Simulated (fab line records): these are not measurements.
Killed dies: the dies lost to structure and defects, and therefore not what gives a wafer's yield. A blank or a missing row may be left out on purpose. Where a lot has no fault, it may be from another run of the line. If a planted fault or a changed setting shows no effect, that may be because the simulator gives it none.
fab line records + flow nand_harc
record:
- lots: 13
- wafers: 39
- last_day: 33
route steps=1302 shown P_M1@295
lots that met no fault: from a run of the same line without faults
start_h: hours from the record's opening day to when the first of the lot's shown wafers began + wait_h: time in hours since the lot's previous step + " same as the row above + L1.1+2: several wafers, shown together as one row + - value missing, or start not given + * or withheld: withheld + < > ~ a bound
route shown NAME@n: a module of which the file shows steps, and the number in the route of the first + usual: mean/standard deviation of fault-free wafers + same: alike in all rows + chamber/n: place in a boat + sites: per-site readings + _std_site: the standard deviation of these + _edge_site: the outer-site mean with the inner-site mean subtracted + radius_mm: for every site, how far away it sits from the centre of the wafer + mask NAME#n: copy n + behind: tool/chamber where the wafer was last shaped + hold: cause of the lot's hold/its duration in hours/its outcome + device: names the non-switching transistor (n, p or np) + end of line: tests of these same wafers at the route's end + a step with no rows: only its recipe + killed: not the wafer's yield, but the dies lost to structure and defects at the first sort + map: dies across one wafer; x = killed, . = not, _ = none there
set.NAME: the run value of the setting; set.NAME@STEP: its run value at that earlier step + model.NAME: the simulator's own value behind a step, which no gauge read
steps of the route over a sample of lots; a table a step, a row a wafer
services: the hour from which a tool's chamber was out of use, counted from the record's first day as start_h (under 0 if before that day), plus the number of hours and why
== steps ==
step: NHARC_P_M1_CD_MEAS_09
recipe:
- target_cd_nm: 130
- landing_energy_ev: 500
usual:
- cd_nm: 130.0/0.62
| lot.wafer | tool      | chamber | start_h | wait_h | cd_nm |
|-----------|-----------|---------|---------|--------|-------|
| L133.1    | cd_sem-01 | 0       | 129.37  | -      | 129.7 |
| L133.4    | "         | 0       | "       | "      | 130.4 |
| L133.5    | "         | 0       | "       | "      | 129.9 |
| L136.1    | cd_sem-02 | 0       | 154.15  | -      | 130.6 |
| L136.3    | "         | 0       | "       | "      | 130.2 |
| L136.4    | "         | 0       | "       | "      | 129.5 |
| L137.2    | cd_sem-03 | 0       | 166.06  | -      | 130.0 |
| L137.3    | "         | 0       | "       | "      | 128.9 |
| L137.4    | "         | 0       | "       | "      | 129.5 |
| L138.1    | cd_sem-01 | 0       | 171.88  | -      | 129.7 |
| L138.4    | "         | 0       | "       | "      | 129.0 |
| L138.6    | "         | 0       | "       | "      | 128.9 |
| L140.2    | cd_sem-01 | 0       | 192.42  | -      | 129.3 |
| L140.3    | "         | 0       | "       | "      | 129.9 |
| L140.6    | "         | 0       | "       | "      | 129.8 |
| L142.2    | cd_sem-02 | 0       | 213.54  | -      | 130.3 |
| L142.3    | "         | 0       | "       | "      | 129.8 |
| L142.4    | "         | 0       | "       | "      | 130.1 |
| L144.1    | cd_sem-01 | 0       | 244.49  | -      | 130.2 |
| L144.3    | "         | 0       | "       | "      | 129.4 |
| L144.6    | "         | 0       | "       | "      | 129.5 |
| L145.2    | cd_sem-01 | 0       | 247.26  | -      | 128.9 |
| L145.4    | "         | 0       | "       | "      | 129.4 |
| L145.6    | "         | 0       | "       | "      | 129.6 |
| L146.2    | cd_sem-03 | 0       | 254.16  | -      | 129.3 |
| L146.4    | "         | 0       | "       | "      | 130.4 |
| L146.5    | "         | 0       | "       | "      | 129.7 |
| L147.2    | cd_sem-01 | 0       | 271.89  | -      | 130.1 |
| L147.3    | "         | 0       | "       | "      | 129.9 |
| L147.5    | "         | 0       | "       | "      | 129.4 |
| L154.1    | cd_sem-02 | 0       | 334.68  | -      | 129.5 |
| L154.2    | "         | 0       | "       | "      | 130.8 |
| L154.3    | "         | 0       | "       | "      | 130.1 |
| L155.1    | cd_sem-03 | 0       | 346.86  | -      | 129.7 |
| L155.2    | "         | 0       | "       | "      | 131.1 |
| L155.6    | "         | 0       | "       | "      | 130.0 |
| L156.1    | cd_sem-01 | 0       | 360.13  | -      | 129.8 |
| L156.3    | "         | 0       | "       | "      | 130.9 |
| L156.5    | "         | 0       | "       | "      | 130.5 |
step: NHARC_P_M1_ECD_22
recipe:
- target_thk_a: 4000
- bath_temp_c: 25
- material: Cu
usual:
- bath_heat_duty_pct: 7.1/0.7
- bath_temp_c: 24.99/0.1
| lot.wafer | tool      | chamber | start_h | wait_h | bath_heat_duty_pct | bath_temp_c |
|-----------|-----------|---------|---------|--------|--------------------|-------------|
| L133.1    | ecd_cu-02 | 1       | 130.99  | -      | 6.3                | 25.11       |
| L133.4    | "         | 1       | "       | "      | 6.7                | 25.03       |
| L133.5    | "         | 0       | "       | "      | 8.3                | 24.85       |
| L136.1    | ecd_cu-02 | 1       | 155.77  | -      | 6.2                | 24.99       |
| L136.3    | "         | 0       | "       | "      | 8.0                | 25.07       |
| L136.4    | "         | 1       | "       | "      | 5.5                | 24.94       |
| L137.2    | ecd_cu-02 | 1       | 167.62  | -      | 6.0                | 24.99       |
| L137.4    | "         | 1       | "       | "      | 6.5                | 24.99       |
| L137.3    | "         | 0       | "       | "      | 7.6                | 24.98       |
| L138.1    | ecd_cu-01 | 0       | 173.51  | -      | 7.2                | 24.93       |
| L138.4    | "         | 1       | "       | "      | 6.9                | 25.01       |
| L138.6    | "         | 1       | "       | "      | 6.9                | 24.92       |
| L140.2    | ecd_cu-02 | 0       | 194.05  | -      | 7.0                | 24.95       |
| L140.3    | "         | 1       | "       | "      | 7.0                | 25.11       |
| L140.6    | "         | 1       | "       | "      | 7.2                | 25.10       |
| L142.2    | ecd_cu-01 | 1       | 215.16  | -      | 7.3                | 24.86       |
| L142.3    | "         | 0       | "       | "      | 7.0                | 25.13       |
| L142.4    | "         | 1       | "       | "      | 7.8                | 24.87       |
| L144.1    | ecd_cu-01 | 0       | 246.30  | -      | 7.0                | 24.84       |
| L144.3    | "         | 0       | "       | "      | 8.0                | 24.87       |
| L144.6    | "         | 1       | "       | "      | 6.7                | 24.99       |
| L145.2    | ecd_cu-01 | 1       | 252.00  | -      | 7.2                | 25.12       |
| L145.4    | "         | 1       | "       | "      | 6.9                | 24.95       |
| L145.6    | "         | 1       | "       | "      | 6.6                | 25.09       |
| L146.2    | ecd_cu-02 | 1       | 255.72  | -      | 6.2                | 24.90       |
| L146.4    | "         | 1       | "       | "      | 6.4                | 25.01       |
| L146.5    | "         | 1       | "       | "      | 6.7                | 24.86       |
| L147.2    | ecd_cu-01 | 1       | 273.45  | -      | -                  | -           |
| L147.3    | "         | 0       | "       | "      | -                  | -           |
| L147.5    | "         | 0       | "       | "      | -                  | -           |
| L154.2    | ecd_cu-02 | 1       | 336.24  | -      | 6.4                | 24.90       |
| L154.1    | "         | 0       | "       | "      | 7.4                | 25.10       |
| L154.3    | "         | 0       | "       | "      | 7.3                | 25.16       |
| L155.2    | ecd_cu-01 | 0       | 348.44  | -      | 7.2                | 25.09       |
| L155.1    | "         | 1       | "       | "      | 7.2                | 24.91       |
| L155.6    | "         | 0       | "       | "      | 8.1                | 25.10       |
| L156.1    | ecd_cu-01 | 0       | 361.80  | -      | 7.5                | 25.05       |
| L156.3    | "         | 0       | "       | "      | 7.2                | 25.03       |
| L156.5    | "         | 1       | "       | "      | 7.7                | 24.87       |
step: NHARC_P_M1_CMP_23
recipe:
- t_overpolish_s: 20
- target_thk_nm: 157.82
usual:
- motor_current_A: 12.0/1.2
- time_to_endpoint_s: 28.1/2.8
| lot.wafer | tool   | chamber | start_h | wait_h | motor_current_A | time_to_endpoint_s |
|-----------|--------|---------|---------|--------|-----------------|--------------------|
| L133.4    | cmp-03 | 3       | 131.69  | -      | 11.0            | 33.1               |
| L133.1    | "      | 0       | "       | "      | 11.6            | 26.3               |
| L133.5    | "      | 3       | "       | "      | 10.9            | 30.2               |
| L136.1    | cmp-02 | 2       | 156.50  | -      | 13.3            | 26.8               |
| L136.3    | "      | 3       | "       | "      | 11.9            | 23.3               |
| L136.4    | "      | 0       | "       | "      | 10.6            | 26.7               |
| L137.3    | cmp-02 | 2       | 168.39  | -      | 13.1            | 27.6               |
| L137.2    | "      | 3       | "       | "      | 12.6            | 24.0               |
| L137.4    | "      | 0       | "       | "      | 10.9            | 25.9               |
| L138.4    | cmp-03 | 3       | 174.19  | -      | 11.4            | 27.3               |
| L138.1    | "      | 0       | "       | "      | 11.8            | 27.4               |
| L138.6    | "      | 3       | "       | "      | 11.3            | 29.2               |
| L140.3    | cmp-03 | 1       | 194.75  | -      | 11.3            | 28.5               |
| L140.2    | "      | 2       | "       | "      | 13.4            | 29.6               |
| L140.6    | "      | 1       | "       | "      | 11.3            | 29.2               |
| L142.2    | cmp-03 | 0       | 215.82  | -      | 11.7            | 25.3               |
| L142.3    | "      | 2       | "       | "      | 13.2            | 28.9               |
| L142.4    | "      | 3       | "       | "      | 11.2            | 32.3               |
| L144.3    | cmp-02 | 3       | 247.04  | -      | 13.1            | 26.1               |
| L144.1    | "      | 2       | "       | "      | 13.4            | 30.0               |
| L144.6    | "      | 0       | "       | "      | 10.2            | 26.1               |
| L145.2    | cmp-02 | 0       | 252.78  | -      | 10.6            | 27.5               |
| L145.4    | "      | 1       | "       | "      | 12.5            | 28.9               |
| L145.6    | "      | 2       | "       | "      | 13.8            | 28.6               |
| L146.4    | cmp-03 | 1       | 256.44  | -      | 11.1            | 29.0               |
| L146.2    | "      | 0       | "       | "      | 11.7            | 25.8               |
| L146.5    | "      | 1       | "       | "      | 11.2            | 29.3               |
| L147.3    | cmp-03 | 3       | 274.17  | -      | 11.2            | 1.9                |
| L147.2    | "      | 2       | "       | "      | 13.1            | 0.3                |
| L147.5    | "      | 0       | "       | "      | 12.2            | 0.1                |
| L154.2    | cmp-02 | 3       | 337.02  | -      | 13.1            | 27.0               |
| L154.3    | "      | 0       | "       | "      | 10.9            | 28.6               |
| L154.1    | "      | 1       | "       | "      | 12.8            | 28.7               |
| L155.1    | cmp-04 | 1       | 349.17  | -      | 10.9            | 28.2               |
| L155.2    | "      | 3       | "       | "      | 10.3            | 32.9               |
| L155.6    | "      | 1       | "       | "      | 11.4            | 27.5               |
| L156.1    | cmp-04 | 2       | 362.67  | -      | 14.1            | 23.6               |
| L156.3    | "      | 1       | "       | "      | 11.1            | 24.8               |
| L156.5    | "      | 3       | "       | "      | 10.2            | 31.0               |
step: NHARC_P_M1_THK_MEAS_24
recipe:
- thk_meas_gauge: xrf
usual:
- thk_nm: 157.3/1.4
| lot.wafer | tool          | chamber | start_h | wait_h | thk_nm |
|-----------|---------------|---------|---------|--------|--------|
| L133.1    | film_metro-01 | -       | 131.97  | -      | 157.4  |
| L133.4    | "             | -       | "       | "      | 158.5  |
| L133.5    | "             | -       | "       | "      | 158.9  |
| L136.1    | film_metro-01 | -       | 156.78  | -      | 157.0  |
| L136.3    | "             | -       | "       | "      | 157.7  |
| L136.4    | "             | -       | "       | "      | 157.1  |
| L137.2    | film_metro-01 | -       | 168.68  | -      | 157.7  |
| L137.3    | "             | -       | "       | "      | 156.5  |
| L137.4    | "             | -       | "       | "      | 157.5  |
| L138.1    | film_metro-01 | -       | 174.50  | -      | 155.1  |
| L138.4    | "             | -       | "       | "      | 156.8  |
| L138.6    | "             | -       | "       | "      | 157.0  |
| L140.2    | film_metro-02 | -       | 195.04  | -      | 155.1  |
| L140.3    | "             | -       | "       | "      | 154.5  |
| L140.6    | "             | -       | "       | "      | 155.0  |
| L142.2    | film_metro-02 | -       | 216.14  | -      | 156.0  |
| L142.3    | "             | -       | "       | "      | 154.7  |
| L142.4    | "             | -       | "       | "      | 158.7  |
| L144.1    | film_metro-02 | -       | 247.36  | -      | 155.8  |
| L144.3    | "             | -       | "       | "      | 156.1  |
| L144.6    | "             | -       | "       | "      | 157.4  |
| L145.2    | film_metro-01 | -       | 253.04  | -      | 156.4  |
| L145.4    | "             | -       | "       | "      | 159.6  |
| L145.6    | "             | -       | "       | "      | 156.7  |
| L146.2    | film_metro-01 | -       | 256.76  | -      | 157.4  |
| L146.4    | "             | -       | "       | "      | 158.4  |
| L146.5    | "             | -       | "       | "      | 155.1  |
| L147.2    | film_metro-02 | -       | 274.49  | -      | 28.8   |
| L147.3    | "             | -       | "       | "      | 28.3   |
| L147.5    | "             | -       | "       | "      | 31.6   |
| L154.1    | film_metro-02 | -       | 337.33  | -      | 158.4  |
| L154.2    | "             | -       | "       | "      | 156.4  |
| L154.3    | "             | -       | "       | "      | 157.1  |
| L155.1    | film_metro-02 | -       | 349.48  | -      | 157.8  |
| L155.2    | "             | -       | "       | "      | 159.5  |
| L155.6    | "             | -       | "       | "      | 156.6  |
| L156.1    | film_metro-02 | -       | 362.98  | -      | 158.0  |
| L156.3    | "             | -       | "       | "      | 156.7  |
| L156.5    | "             | -       | "       | "      | 160.3  |
step: NHARC_P_M1_PRE_CLEAN_32
recipe:
- time_s: 12
- temp_c: 370
- rf_power_w: 300
- gas: NH3
usual:
- heater_power_w: 675/51
- susceptor_temp_C: 370.00/0.23
| lot.wafer | tool     | chamber | start_h | wait_h | heater_power_w | susceptor_temp_C |
|-----------|----------|---------|---------|--------|----------------|------------------|
| L133.1    | pecvd-02 | 2       | 132.23  | 0.1    | 689            | 370.04           |
| L133.4    | "        | 1       | "       | "      | 747            | 369.81           |
| L133.5    | "        | 2       | "       | "      | 709            | 370.18           |
| L136.1    | pecvd-01 | 1       | 157.00  | 0.1    | 705            | 369.90           |
| L136.4    | "        | 1       | "       | "      | 675            | 370.01           |
| L136.3    | "        | 0       | "       | "      | 648            | 370.25           |
| L137.2    | pecvd-01 | 1       | 168.90  | 0.1    | 679            | 369.66           |
| L137.3    | "        | 2       | "       | "      | 733            | 369.58           |
| L137.4    | "        | 2       | "       | "      | 723            | 369.83           |
| L138.1    | pecvd-01 | 2       | 174.75  | 0.1    | 711            | 370.05           |
| L138.4    | "        | 0       | "       | "      | 615            | 369.64           |
| L138.6    | "        | 1       | "       | "      | 700            | 370.23           |
| L140.3    | pecvd-04 | 0       | 195.27  | 0.1    | 624            | 369.95           |
| L140.2    | "        | 2       | "       | "      | 628            | 370.18           |
| L140.6    | "        | 0       | "       | "      | 607            | 369.94           |
| L142.3    | pecvd-04 | 1       | 216.36  | 0.1    | 716            | 369.71           |
| L142.2    | "        | 2       | "       | "      | 613            | 370.22           |
| L142.4    | "        | 2       | "       | "      | 622            | 370.12           |
| L144.1    | pecvd-01 | 1       | 247.60  | 0.1    | 733            | 370.33           |
| L144.3    | "        | 1       | "       | "      | 723            | 370.14           |
| L144.6    | "        | 2       | "       | "      | 672            | 369.93           |
| L145.2    | pecvd-04 | 0       | 253.30  | 0.1    | 618            | 370.33           |
| L145.6    | "        | 0       | "       | "      | 597            | 370.47           |
| L145.4    | "        | 2       | "       | "      | 696            | 370.00           |
| L146.2    | pecvd-01 | 2       | 257.01  | 0.1    | 726            | 369.87           |
| L146.4    | "        | 0       | "       | "      | 655            | 370.26           |
| L146.5    | "        | 1       | "       | "      | 680            | 369.80           |
| L147.3    | pecvd-02 | 0       | 274.72  | 0.1    | 672            | 370.32           |
| L147.2    | "        | 1       | "       | "      | 752            | 370.07           |
| L147.5    | "        | 0       | "       | "      | 664            | 369.85           |
| L154.3    | pecvd-01 | 1       | 337.56  | 0.1    | 727            | 369.96           |
| L154.2    | "        | 2       | "       | "      | 747            | 370.14           |
| L154.1    | "        | 0       | "       | "      | 622            | 369.92           |
| L155.2    | pecvd-01 | 2       | 349.72  | 0.1    | 698            | 369.83           |
| L155.1    | "        | 0       | "       | "      | 697            | 370.15           |
| L155.6    | "        | 0       | "       | "      | 685            | 369.89           |
| L156.3    | pecvd-01 | 0       | 363.30  | 0.2    | 669            | 370.02           |
| L156.1    | "        | 1       | "       | "      | 755            | 369.76           |
| L156.5    | "        | 2       | "       | "      | 691            | 369.96           |
step: NHARC_P_M1_DEP_33
recipe:
- target_thk_a: 300
- temp_c: 370
- target_thk_nm: 30
- pressure_torr: 3
- flow_sccm: 200
- rf_w: 450
- material: SiCN
usual:
- heater_power_w: 621/49
- showerhead_vpp_V: 1291/74
- susceptor_temp_C: 370.03/0.2
| lot.wafer | tool     | chamber | start_h | wait_h | heater_power_w | showerhead_vpp_V | susceptor_temp_C |
|-----------|----------|---------|---------|--------|----------------|------------------|------------------|
| L133.1    | pecvd-02 | 2       | 132.36  | 0.1    | 644            | 1394             | 370.12           |
| L133.4    | "        | 1       | "       | "      | 728            | 1432             | 369.71           |
| L133.5    | "        | 2       | "       | "      | 651            | 1362             | 370.01           |
| L136.1    | pecvd-01 | 1       | 157.13  | 0.1    | 598            | 1262             | 369.92           |
| L136.4    | "        | 1       | "       | "      | 623            | 1275             | 370.14           |
| L136.3    | "        | 0       | "       | "      | 585            | 1267             | 369.59           |
| L137.2    | pecvd-01 | 1       | 168.98  | 0.1    | 614            | 1279             | 370.04           |
| L137.3    | "        | 2       | "       | "      | 695            | 1327             | 370.15           |
| L137.4    | "        | 2       | "       | "      | 684            | 1324             | 370.05           |
| L138.1    | pecvd-01 | 2       | 174.89  | 0.1    | 657            | 1308             | 370.25           |
| L138.4    | "        | 0       | "       | "      | 572            | 1270             | 370.11           |
| L138.6    | "        | 1       | "       | "      | 628            | 1266             | 370.06           |
| L140.3    | pecvd-04 | 0       | 195.34  | 0.1    | 586            | 1176             | 370.23           |
| L140.2    | "        | 2       | "       | "      | 633            | 1276             | 369.88           |
| L140.6    | "        | 0       | "       | "      | 573            | 1176             | 370.24           |
| L142.3    | pecvd-04 | 1       | 216.44  | 0.1    | 548            | 1212             | 370.21           |
| L142.2    | "        | 2       | "       | "      | 577            | 1270             | 370.01           |
| L142.4    | "        | 2       | "       | "      | 572            | 1252             | 369.77           |
| L144.1    | pecvd-01 | 1       | 247.77  | 0.1    | 661            | 1278             | 369.94           |
| L144.3    | "        | 1       | "       | "      | 665            | 1258             | 370.14           |
| L144.6    | "        | 2       | "       | "      | 619            | 1333             | 369.90           |
| L145.2    | pecvd-04 | 0       | 253.37  | 0.1    | 491            | 1169             | 370.17           |
| L145.6    | "        | 0       | "       | "      | 499            | 1178             | 370.10           |
| L145.4    | "        | 2       | "       | "      | 548            | 1245             | 370.42           |
| L146.2    | pecvd-01 | 2       | 257.15  | 0.1    | 579            | 1318             | 370.19           |
| L146.4    | "        | 0       | "       | "      | 545            | 1266             | 369.90           |
| L146.5    | "        | 1       | "       | "      | 656            | 1258             | 369.99           |
| L147.3    | pecvd-02 | 0       | 274.83  | 0.1    | 633            | 1390             | 369.83           |
| L147.2    | "        | 1       | "       | "      | 700            | 1423             | 370.02           |
| L147.5    | "        | 0       | "       | "      | 634            | 1361             | 369.88           |
| L154.3    | pecvd-01 | 1       | 337.64  | 0.1    | 685            | 1288             | 369.79           |
| L154.2    | "        | 2       | "       | "      | 660            | 1314             | 370.14           |
| L154.1    | "        | 0       | "       | "      | 648            | 1253             | 370.32           |
| L155.2    | pecvd-01 | 2       | 349.83  | 0.1    | 651            | 1335             | 370.30           |
| L155.1    | "        | 0       | "       | "      | 658            | 1257             | 369.80           |
| L155.6    | "        | 0       | "       | "      | 654            | 1275             | 370.31           |
| L156.3    | pecvd-01 | 0       | 363.38  | 0.1    | 627            | 1293             | 370.01           |
| L156.1    | "        | 1       | "       | "      | 675            | 1250             | 369.83           |
| L156.5    | "        | 2       | "       | "      | 580            | 1318             | 369.79           |
== services ==
| tool      | chamber | start_h | hours | kind   |
|-----------|---------|---------|-------|--------|
| cmp-03    | -       | 112.13  | 0.7   | repair |
| cmp-03    | -       | 113.82  | 4.0   | repair |
| pecvd-01  | 2       | 121.81  | 6.7   | repair |
| cmp-02    | -       | 127.17  | 2.5   | repair |
| pecvd-01  | -       | 130.00  | 13.0  | pm     |
| pecvd-01  | 2       | 146.83  | 11.0  | repair |
| ecd_cu-01 | -       | 160.13  | 8.0   | pm     |
| cmp-03    | -       | 162.00  | 4.0   | pm     |
| pecvd-04  | -       | 177.19  | 2.2   | repair |
| ecd_cu-02 | -       | 181.49  | 1.7   | repair |
| ecd_cu-02 | -       | 205.08  | 1.3   | repair |
| ecd_cu-02 | -       | 244.12  | 8.0   | pm     |
| pecvd-01  | 0       | 244.33  | 8.0   | repair |
| ecd_cu-01 | -       | 246.78  | 4.9   | repair |
| cmp-03    | -       | 260.00  | 4.0   | pm     |
| pecvd-04  | 1       | 267.62  | 12.7  | repair |
| pecvd-04  | -       | 269.00  | 13.0  | pm     |
| cmp-03    | -       | 272.28  | 0.5   | repair |
| ecd_cu-02 | -       | 303.62  | 1.8   | repair |
| pecvd-01  | -       | 311.00  | 13.0  | pm     |
| pecvd-01  | -       | 330.75  | 0.5   | repair |
| ecd_cu-01 | -       | 336.13  | 8.0   | pm     |
| cmp-03    | -       | 358.06  | 4.0   | pm     |
| pecvd-04  | -       | 362.97  | 1.0   | repair |
== key ==
first_sign:
- step: NHARC_P_M1_ECD_22
- reading: tool_record
- direction: missing
effect:
- step: NHARC_P_M1_CMP_23
- reading: time_to_endpoint_s
- direction: down
- sigmas: 9.9
- usual: *
- struck: *
effect:
- step: NHARC_P_M1_THK_MEAS_24
- reading: thk_nm
- direction: down
- sigmas: 90
- usual: 157.3
- struck: 29.6
met_at NHARC_P_M1_ECD_22
struck_lots L147
later_rows_left_out L147.2,L147.3,L147.5
sort_left_out L147.2,L147.3,L147.5
not_acting_at NHARC_P_M1_CD_MEAS_09,NHARC_P_M1_PRE_CLEAN_32,NHARC_P_M1_DEP_33
onset_between 255.72 273.45
fault:
- kind: skipped_step_whole
- tool: ecd_cu-01,ecd_cu-02
- chamber: -
- onset_h: 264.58
- steps: NHARC_P_M1_ECD_22
- scope: struck_lots_only
sort_left_out: the simulated sort isn't trusted on such a fault, so these wafers' sort isn't shown, and their yield isn't known
later_rows_left_out: the simulator's readings of these wafers behind a module that went badly wrong aren't trusted and aren't shown, but for the sort
